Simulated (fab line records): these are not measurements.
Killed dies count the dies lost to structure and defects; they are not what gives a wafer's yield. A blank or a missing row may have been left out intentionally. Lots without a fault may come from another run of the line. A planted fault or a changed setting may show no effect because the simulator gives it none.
Matching of chambers    flow n5 finfet    N5_GATE_CUT_STRIP_59 on rie diel-01 has 4 sister chambers
The step strips in N2/H2, time 20 s. 7 wafers are shown with their chamber, then 8 later ones without.

## WAFERS WITH THEIR CHAMBER
wafer   chamber  drypump motor current A (A)  showerhead plenum p Torr (Torr)
L075.4  2        6.0                          3.34
L085.1  3        6.7                          3.39
L085.5  3        6.7                          3.39
L088.1  0        6.1                          3.31
L088.4  1        5.8                          3.27
L088.5  0        6.1                          3.31
L094.1  1        5.9                          3.26

## WAFERS WHOSE CHAMBER IS MISSING
wafer   drypump motor current A (A)  showerhead plenum p Torr (Torr)
L094.2  6.7                          3.38
L094.4  6.1                          3.32
L095.2  6.1                          3.30
L095.3  5.8                          3.26
L095.4  6.7                          3.38
L097.1  5.9                          3.26
L097.4  6.0                          3.32
L097.5  6.0                          3.32

## WHICH CHAMBER EACH WENT THROUGH
wafer    from the rows above       in truth
L094.2   3                         3
L094.4   0                         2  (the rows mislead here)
L095.2   0                         0
L095.3   1                         1
L095.4   3                         3
L097.1   1                         1
L097.4   can't be placed: 0 or 2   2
L097.5   can't be placed: 0 or 2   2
Correct placement for 5 of the 8. Cannot be placed on the basis of these rows: 2; the candidates contain the true chamber in 2. Number placed wrongly: 1.
How it was worked out, from the rows above alone: a wafer's distance from a chamber is the root of the sum, over the readings, of the square of ((its reading less the chamber's mean) divided by the reading's scatter). If the next closest chamber is less than 2 further off than the closest, the wafer can't be placed; otherwise it belongs to the closest. The mean given for a chamber averages the wafers shown for that chamber. The scatter: take each reading less its chamber's mean, square it, sum over the shown wafers, divide by the number of wafers less the number of chambers, and take the root.
